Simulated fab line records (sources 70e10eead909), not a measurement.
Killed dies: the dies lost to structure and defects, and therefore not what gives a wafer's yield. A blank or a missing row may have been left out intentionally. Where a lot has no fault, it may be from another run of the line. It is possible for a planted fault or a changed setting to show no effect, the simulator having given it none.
fab line records	flow nand-harc
record lots=15	wafers=45	last-day=33
route steps=1302 shown A_STAIRCASE@870 A_SGD_CUT@902
lots that met no fault: taken from a fault-free run of the same line
start-h: hours from the record's opening day to when the first of the lot's shown wafers began	wait-h: time in hours since the lot's previous step	" the same as in the row above	L1.1+2: a single row standing in for several wafers	- no value present, or no start provided	* or withheld: withheld	< > ~ a bound
route shown NAME@n: NAME is a module with steps in the file, n the number in the route of the first one	usual: mean/standard deviation of fault-free wafers	same: alike in all rows	chamber/n: place in a boat	sites: the reading at each site	_std_site: how widely they spread, as a standard deviation	_edge_site: the outer-site mean with the inner-site mean subtracted	radius-mm: how far each site lies from the wafer's centre	mask NAME#n: copy n	behind: the tool/chamber that last shaped the wafer	hold: the reason the lot was held/the length of the hold in hours/how it ended	device: the transistor (n, p or np) that didn't switch	end of line: tests run on the same wafers once the route is complete	a step without rows: its recipe alone	killed: not the wafer's yield, but the dies lost to structure and defects at the first sort	map: shows each die of a wafer: x if killed, . if not, _ if none is there
set.NAME: the setting that was run; set.NAME@STEP: the one run at that earlier step	model.NAME: the simulator's own value behind a step, which no gauge read
steps of the route over a sample of lots; a table a step, a row a wafer
services: a tool's chamber out of use, with start hour (start-h, from the record's first day; less than 0 if before it), hours out, and reason
## steps
# step NHARC_A_STAIRCASE_ETCH_444
# recipe target-depth-a=2.04e+05	time-s=6800	c4f8-flow-sccm=20	o2-flow-sccm=10	ar-flow-sccm=withheld	rf-w=600	bias-w=1000	chemistry=C4F8/O2
# usual oes-product-au=0.935/0.014	rf-vpp-V=804/4.7
lot.wafer	tool	chamber	start-h	wait-h	oes-product-au	rf-hours-counter-h	rf-vpp-V
L608.3	rie-diel-01	2	459.72	0.6	0.925	25	799
L608.2	"	3	"	"	0.925	24	803
L608.5	"	1	"	"	0.938	-	802
L607.2	rie-diel-04	2	463.46	4.3	0.910	45	802
L607.3	"	3	"	"	0.933	47	811
L607.6	"	1	"	"	0.942	-	805
L609.2	rie-diel-01	3	463.52	4.3	0.951	25	804
L609.6	"	0	"	"	0.960	-	801
L609.5	"	1	"	"	0.962	-	801
L611.1	rie-diel-08	0	469.43	1.0	0.921	33	798
L611.6	"	2	"	"	0.919	-	806
L611.5	"	3	"	"	0.924	-	804
L610.2	rie-diel-04	1	487.48	0.1	0.930	53	803
L610.3	"	0	488.90	1.5	0.937	54	813
L610.6	"	1	"	"	0.933	-	802
L612.1	rie-diel-08	0	487.79	0.5	0.934	37	800
L612.2	"	1	"	"	0.930	39	806
L612.6	"	0	489.68	2.4	0.934	-	798
L616.3	rie-diel-08	3	531.13	0.2	0.926	55	805
L616.2	"	1	"	"	0.917	56	806
L616.1	"	2	"	"	0.909	54	803
L615.1	rie-diel-01	0	531.74	0.6	0.922	45	801
L615.5	"	3	533.17	2.0	0.927	-	801
L615.6	"	0	"	"	0.931	-	801
L625.1	rie-diel-04	0	620.30	0.7	0.935	29	812
L625.2	"	1	"	"	0.937	28	803
L625.5	"	0	622.18	2.6	0.945	-	812
L623.2	rie-diel-01	2	620.67	1.1	0.922	21	814
L623.5	"	0	623.47	3.9	0.935	-	800
L623.6	"	2	"	"	0.920	-	816
L624.2	rie-diel-01	0	625.34	5.7	0.941	29	800
L624.3	"	3	626.60	6.9	0.931	8	803
L624.4	"	3	628.48	8.8	0.931	-	802
L626.3	rie-diel-08	3	627.58	1.1	0.944	21	805
L626.2	"	0	"	"	0.938	30	800
L626.5	"	2	"	"	0.935	-	805
L627.3	rie-diel-08	2	647.35	0.1	0.920	16	804
L627.2	"	0	"	"	0.925	36	799
L627.1	"	1	"	"	0.930	39	805
L628.1	rie-diel-04	1	658.44	0.1	0.952	42	802
L628.2	"	2	"	"	0.931	40	802
L628.4	"	3	"	"	0.934	37	808
L629.4	rie-diel-04	2	661.83	3.4	0.930	44	802
L629.2	"	3	"	"	0.931	39	808
L629.6	"	2	663.72	5.3	0.926	-	802
# step NHARC_A_STAIRCASE_ETCHBACK_422
# recipe target-depth-a=400	over-etch-frac=0.3	time-s=74.286	ion-energy-ev=120	ch3f-flow-sccm=50	o2-flow-sccm=30	ar-flow-sccm=200	rf-w=500	bias-w=100	chemistry=CH3F/O2
# usual drypump-motor-current-A=5.6/0.42	oes-product-au=0.95/0.036	rf-vpp-V=243.4/1.4	showerhead-plenum-p-Torr=2.39/0.085	throttle-valve-pct=20.662/0.0095
lot.wafer	tool	chamber	start-h	wait-h	drypump-motor-current-A	oes-product-au	rf-hours-counter-h	rf-vpp-V	showerhead-plenum-p-Torr	throttle-valve-pct
L608.3	rie-diel-08	1	465.05	0.1	5.8	0.92	33	245.0	2.47	20.669
L608.2	"	2	"	"	5.9	0.91	30	243.2	2.40	20.673
L608.5	"	2	"	"	5.9	0.90	-	244.3	2.40	20.648
L609.2	rie-diel-08	3	467.99	0.2	5.8	0.92	29	243.0	2.40	20.669
L609.5	"	0	"	"	5.3	0.93	-	241.8	2.30	20.668
L609.6	"	1	"	"	5.8	0.93	-	245.2	2.47	20.663
L607.3	rie-diel-01	3	468.28	0.1	6.0	0.94	27	243.0	2.37	20.673
L607.2	"	2	"	"	5.2	0.93	30	242.3	2.29	20.667
L607.6	"	0	"	"	4.9	0.94	-	243.1	2.34	20.655
L611.1	rie-diel-01	0	474.26	0.2	4.9	0.93	30	241.6	2.34	20.667
L611.5	"	1	"	"	6.4	0.94	-	243.0	2.36	20.684
L611.6	"	2	"	"	5.2	0.92	-	242.0	2.29	20.676
L612.1	rie-diel-08	0	493.03	0.1	5.3	1.01	40	241.2	2.30	20.658
L612.2	"	1	"	"	5.8	1.00	40	244.0	2.46	20.643
L612.6	"	0	"	"	5.3	1.02	-	243.3	2.30	20.642
L610.3	rie-diel-04	0	493.21	0.1	5.1	1.01	56	246.6	2.59	20.655
L610.2	"	1	"	"	5.5	1.01	56	243.7	2.39	20.672
L610.6	"	0	"	"	5.1	1.01	-	246.2	2.59	20.657
L616.3	rie-diel-01	0	536.93	0.2	4.9	0.93	49	242.6	2.33	20.663
L616.1	"	1	"	"	6.4	0.95	48	243.4	2.35	20.669
L616.2	"	3	"	"	6.0	0.92	49	242.3	2.36	20.670
L615.1	rie-diel-01	1	537.16	0.3	6.4	1.02	49	244.1	2.35	20.660
L615.6	"	3	"	"	6.0	1.00	-	243.2	2.36	20.675
L615.5	"	0	"	"	4.9	1.00	-	242.3	2.33	20.661
L625.2	rie-diel-08	0	626.42	0.2	5.3	1.01	29	241.3	2.28	20.676
L625.1	"	1	"	"	5.8	1.00	30	244.6	2.44	20.672
L625.5	"	0	"	"	5.3	1.00	-	241.0	2.28	20.657
L623.2	rie-diel-04	1	628.22	0.1	5.5	0.94	32	243.2	2.37	20.677
L623.5	"	1	"	"	5.5	0.94	-	241.8	2.37	20.673
L623.6	"	2	"	"	6.1	0.92	-	241.2	2.35	20.648
L624.4	rie-diel-08	3	631.99	0.1	5.8	0.99	23	244.9	2.38	20.664
L624.2	"	1	"	"	5.8	0.92	35	245.3	2.44	20.670
L624.3	"	2	"	"	5.9	1.01	12	242.3	2.38	20.659
L626.3	rie-diel-04	0	632.45	0.2	5.2	0.92	34	245.8	2.57	20.666
L626.2	"	1	"	"	5.5	0.93	33	242.4	2.37	20.654
L626.5	"	3	"	"	5.4	0.92	-	245.8	2.48	20.669
L627.3	rie-diel-04	1	653.09	0.1	5.5	0.94	39	243.0	2.37	20.677
L627.1	"	2	"	"	6.1	0.94	38	241.3	2.34	20.672
L627.2	"	3	"	"	5.4	0.93	35	245.0	2.48	20.658
L628.1	rie-diel-08	1	664.69	0.6	5.8	0.92	46	243.8	2.44	20.664
L628.4	"	2	"	"	5.9	0.93	26	244.4	2.38	20.673
L628.2	"	0	"	"	5.3	0.93	44	241.7	2.27	20.665
L629.4	rie-diel-08	0	667.07	0.1	5.3	0.92	44	240.2	2.27	20.653
L629.2	"	3	"	"	5.9	0.92	38	241.9	2.38	20.667
L629.6	"	1	"	"	5.8	0.93	-	243.1	2.44	20.651
# step NHARC_A_STAIRCASE_CMP_472
# recipe material=SiO2
# usual edge-zone-pressure-frac=1.000/0.0049	motor-current-A=12.2/1.3
lot.wafer	tool	chamber	start-h	wait-h	edge-zone-pressure-frac	motor-current-A
L608.2	cmp-03	3	466.02	0.2	1.004	11.7
L608.3	"	1	"	"	1.006	11.3
L608.5	"	3	"	"	1.008	12.2
L609.2	cmp-03	2	468.91	0.3	0.999	12.6
L609.5	"	0	"	"	1.002	15.4
L609.6	"	1	"	"	0.999	11.6
L607.2	cmp-03	2	469.61	0.2	0.992	12.7
L607.3	"	1	"	"	1.003	10.6
L607.6	"	3	"	"	0.999	12.0
L611.1	cmp-03	0	475.18	0.2	0.992	15.0
L611.5	"	3	"	"	0.999	11.8
L611.6	"	0	"	"	1.007	15.4
L612.1	cmp-01	0	493.97	0.2	0.997	13.4
L612.2	"	1	"	"	0.999	13.2
L612.6	"	0	"	"	0.996	13.4
L610.2	cmp-03	1	494.14	0.3	0.997	11.3
L610.3	"	3	"	"	0.999	12.2
L610.6	"	0	"	"	1.001	14.9
L616.2	cmp-01	2	537.88	0.2	1.009	11.0
L616.1	"	3	"	"	0.991	11.9
L616.3	"	0	"	"	1.001	12.3
L615.1	cmp-02	1	538.09	0.3	1.000	12.4
L615.6	"	0	"	"	1.014	11.2
L615.5	"	1	"	"	1.006	12.6
L625.2	cmp-03	2	627.33	0.2	-	-
L625.1	"	1	"	"	-	-
L625.5	"	3	"	"	-	-
L623.2	cmp-01	2	629.18	0.3	-	-
L623.5	"	0	"	"	-	-
L623.6	"	1	"	"	-	-
L624.3	cmp-02	0	632.98	0.2	-	-
L624.4	"	2	"	"	-	-
L624.2	"	3	"	"	-	-
L626.3	cmp-03	3	633.40	0.2	1.000	11.7
L626.2	"	0	"	"	0.994	15.0
L626.5	"	2	"	"	1.001	12.7
L627.1	cmp-01	3	654.01	0.2	1.007	12.0
L627.2	"	0	"	"	1.008	13.5
L627.3	"	1	"	"	1.004	13.1
L628.4	cmp-02	3	665.73	0.2	0.994	12.6
L628.2	"	0	"	"	0.989	11.2
L628.1	"	1	"	"	1.001	12.4
L629.4	cmp-02	0	667.98	0.1	0.994	11.7
L629.2	"	1	"	"	0.997	13.4
L629.6	"	1	"	"	0.997	13.1
# step NHARC_A_SGD_CUT_OVL_MEAS_10
# usual overlay-x-nm=0.3/0.81	overlay-y-nm=-0.1/0.93
lot.wafer	tool	chamber	start-h	wait-h	overlay-x-nm	overlay-y-nm
L608.2	overlay-01	-	467.26	-	-0.1	-0.8
L608.3	"	-	"	"	-0.4	-1.0
L608.5	"	-	"	"	-0.3	-0.9
L609.2	overlay-01	-	470.24	-	-0.1	1.5
L609.5	"	-	"	"	0.1	1.2
L609.6	"	-	"	"	-0.2	2.0
L607.2	overlay-02	-	470.82	-	0.9	1.1
L607.3	"	-	"	"	0.4	1.1
L607.6	"	-	"	"	0.7	0.8
L611.1	overlay-02	-	476.26	-	0.4	-0.2
L611.5	"	-	"	"	1.0	-0.5
L611.6	"	-	"	"	0.9	-0.8
L612.1	overlay-02	-	495.17	-	0.0	-1.2
L612.2	"	-	"	"	-0.5	-0.9
L612.6	"	-	"	"	0.0	-0.6
L610.2	overlay-01	-	495.34	-	0.3	0.4
L610.3	"	-	"	"	0.5	0.6
L610.6	"	-	"	"	0.4	0.2
L616.1	overlay-02	-	538.95	-	1.9	1.4
L616.2	"	-	"	"	1.4	1.6
L616.3	"	-	"	"	1.3	1.9
L615.1	overlay-01	-	539.16	-	-0.9	0.5
L615.5	"	-	"	"	-0.7	0.6
L615.6	"	-	"	"	-0.4	0.9
L626.2	overlay-01	-	634.57	-	0.2	1.5
L626.3	"	-	"	"	0.1	1.8
L626.5	"	-	"	"	-0.2	2.3
L627.1	overlay-01	-	655.23	-	0.6	-0.6
L627.2	"	-	"	"	0.2	0.4
L627.3	"	-	"	"	0.1	-0.4
L628.1	overlay-02	-	666.94	-	0.3	0.0
L628.2	"	-	"	"	1.0	0.5
L628.4	"	-	"	"	0.8	0.1
L629.2	overlay-02	-	669.20	-	0.5	-0.3
L629.4	"	-	"	"	0.5	-0.5
L629.6	"	-	"	"	0.0	-0.3
## services
tool	chamber	start-h	hours	kind
cmp-01	-	445.65	2.6	repair
cmp-03	-	456.26	4.0	pm
cmp-01	-	461.46	10.5	repair
cmp-02	-	468.97	0.3	repair
cmp-01	-	479.92	4.0	pm
cmp-02	-	483.67	2.0	repair
cmp-02	-	487.25	0.9	repair
cmp-01	-	510.64	3.4	repair
cmp-02	-	526.65	4.0	pm
rie-diel-04	-	532.03	9.0	pm
cmp-01	-	538.80	0.5	repair
rie-diel-08	3	538.83	31.0	repair
rie-diel-08	-	545.11	9.0	pm
cmp-03	-	554.26	4.0	pm
rie-diel-04	-	557.25	0.3	repair
rie-diel-01	-	557.91	9.0	pm
rie-diel-08	2	560.10	45.4	repair
cmp-02	-	572.18	0.3	repair
cmp-01	-	577.92	4.0	pm
cmp-01	-	587.37	2.1	repair
rie-diel-01	2	588.88	10.9	repair
rie-diel-04	2	613.68	4.1	repair
cmp-03	-	621.81	0.3	repair
cmp-03	-	650.45	62.3	repair
## key
first-sign step=NHARC_A_STAIRCASE_CMP_472	reading=tool-record	direction=missing
effect none on later readings
met-at NHARC_A_STAIRCASE_CMP_472
struck-lots L623,L624,L625
later-rows-left-out L623.2,L623.5,L623.6,L624.2,L624.3,L624.4,L625.1,L625.2,L625.5
sort-left-out L623.2,L623.5,L623.6,L624.2,L624.3,L624.4,L625.1,L625.2,L625.5
tester-left-out L623,L624,L625
not-acting-at NHARC_A_STAIRCASE_ETCH_444,NHARC_A_STAIRCASE_ETCHBACK_422,NHARC_A_SGD_CUT_OVL_MEAS_10
onset-between 538.09 627.33
fault kind=skipped-step-whole	tool=cmp-01,cmp-02,cmp-03	chamber=-	onset-h=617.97	steps=NHARC_A_STAIRCASE_CMP_472	scope=struck-lots-only
# tester-left-out: of these lots the tester's yield and bins aren't shown, on N5 and GAA mostly nor the transistor test; their killed dies are dies lost to structure and defects alone, not to doping, threshold or leakage, so they don't give the yield
# sort-left-out: the simulated sort isn't trusted on such a fault, so these wafers' sort isn't shown, and their yield isn't known
# later-rows-left-out: the simulator's readings of these wafers behind a module that went badly wrong aren't trusted and aren't shown, but for the sort
